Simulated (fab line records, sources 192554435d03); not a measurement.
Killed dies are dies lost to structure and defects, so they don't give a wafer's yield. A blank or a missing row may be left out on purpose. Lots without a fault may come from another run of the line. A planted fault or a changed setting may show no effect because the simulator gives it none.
Problem report in the 8D (eight disciplines) form, filled by code | flow n5_finfet | the parts of the form that need people (team, actions taken, sign-off) are left out

1. THE PROBLEM
RS_PWELL at N5_BEOL_M4_RC_MEAS_101 reads a mean of 4277 ohm/sq on 6 wafers of 2 lots; wafers without a fault read 3002 ohm/sq with a standard deviation of 22. That is +58 standard deviations from the usual mean.
First seen on wafer L278.2, day 10 16:13, on prober-01. The record holds 30 wafers of 10 lots with a number at this step. Rule for "out", or "out of limits": more than 4 standard deviations from the usual mean. The other wafers with a number count as sound.

2. WHAT IT IS AND WHAT IT IS NOT
question                    | is                     | is not
which readings at this step | RS_PWELL               | IOFF_P, ION_N, ION_P, SS_N, VT_P
which lots                  | L278, L279             | L269, L270, L272, L273, L277, L285, L286, L288
which wafers of those lots  | all that have a number | -
read on which gauges        | prober-01, prober-02   | -
when                        | from day 10 16:13      | up to then (15 sound wafers); but 9 sound wafers of L285, L286, L288 came after

3. SUSPECTS, AND WHAT RULES EACH OUT
Counting: a tool at a process step up to the reading stays a suspect if it ran every lot that is out and no sound lot after the first of them.
- the gauge at N5_BEOL_M4_RC_MEAS_101: ruled out. The wafers that are out were read on 2 gauges (prober-01, prober-02).
- implanter-02 at N5_WELL_APT_IMPLANT_31: kept. It ran every lot that is out, first L278 (day 4 09:47), and no sound lot after that; its last sound lot up to then is L277 (day 4 03:09). Its own readings are out on those wafers: dose_ions_cm2, faraday_current_uA.
Left after counting: implanter-02 at N5_WELL_APT_IMPLANT_31.

4. THE CAUSE (what the simulator had put in)
Process parameter drift: implanter-02, from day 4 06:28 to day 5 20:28, at N5_WELL_APT_IMPLANT_31. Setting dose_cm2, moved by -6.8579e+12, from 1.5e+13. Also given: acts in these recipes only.
Counting left only this tool.

5. THE CHAIN OF EFFECTS, in route order
Each row: a reading whose mean over the struck wafers that have a number lies more than 3 standard deviations from the usual. Only readings for which the record gives a usual standard deviation are gone through. hours: the time from each lot's start at the first step in this table that gives one to its start at this step, as a median over the lots. sigmas: the change in usual standard deviations.
hours | step                   | reading            | usual       | on struck wafers | change      | sigmas
0     | N5_WELL_APT_IMPLANT_31 | dose_ions_cm2      | 1.5003e+13  | 8.1413e+12       | -6.8617e+12 | -99 or more
0     | N5_WELL_APT_IMPLANT_31 | faraday_current_uA | 190         | 102              | -88         | -24
157   | N5_BEOL_M4_RC_MEAS_101 | RS_PWELL           | 3002 ohm/sq | 4277             | +1275       | +58
The process steps in it:
- N5_WELL_APT_IMPLANT_31

6. WHAT WOULD HAVE CAUGHT IT SOONER
In this record the first reading out of limits at a measuring or inspecting step was taken at day 10 16:13, 154 hours after the fault began at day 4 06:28.
The tool's own readings at N5_WELL_APT_IMPLANT_31 were out on every struck wafer that the step has a row for (dose_ions_cm2, faraday_current_uA): an alarm limit on them would have fired on the first of those.
All the lots that are out (2) had begun N5_WELL_APT_IMPLANT_31 on implanter-02 by day 10 16:13. A hold on the tool at that time would have spared none of them.
